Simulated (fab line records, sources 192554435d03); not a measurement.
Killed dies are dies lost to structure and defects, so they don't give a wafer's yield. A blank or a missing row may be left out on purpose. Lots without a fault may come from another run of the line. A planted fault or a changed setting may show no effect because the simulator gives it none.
Chamber matching | flow n5_finfet | N5_BEOL_M0_SAQP_ETCH_84 on rie_diel-01: 4 sister chambers
The step etches SOC in N2/H2, target depth 100 nm, overetch 20 nm, time 150 s. 4 wafers are shown with their chamber, then 7 later ones without.

WAFERS WITH THEIR CHAMBER
wafer  | chamber | drypump_motor_current_A (A)
L087.1 | 3       | 5.4
L087.2 | 1       | 5.8
L091.2 | 2       | 5.7
L091.4 | 0       | 6.5

WAFERS WITHOUT THEIR CHAMBER
wafer  | drypump_motor_current_A (A)
L091.6 | 5.7
L095.2 | 5.7
L095.3 | 5.8
L095.4 | 5.4
L092.4 | 5.3
L092.5 | 5.3
L092.6 | 6.5

WHICH CHAMBER EACH WENT THROUGH
wafer  | from the rows above     | in truth
L091.6 | can't be placed: 2 or 1 | 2
L095.2 | can't be placed: 2 or 1 | 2
L095.3 | can't be placed: 1 or 2 | 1
L095.4 | 3                       | 3
L092.4 | 3                       | 3
L092.5 | 3                       | 3
L092.6 | 0                       | 0
Placed correctly: 4 of 7. Can't be placed from these rows: 3 (the true chamber is among the candidates in 3). Placed wrongly: 0.
How it was worked out, from the rows above alone: a wafer's distance from a chamber is the root of the sum, over the readings, of the square of ((its reading less the chamber's mean) divided by the reading's scatter). The wafer belongs to the nearest chamber; if the next one is less than 2 further off, it can't be placed. A chamber's mean is the mean of its shown wafers. The scatter: with one shown wafer a chamber, the root of the mean of the squares of how far each hidden wafer lies from its nearest shown one.
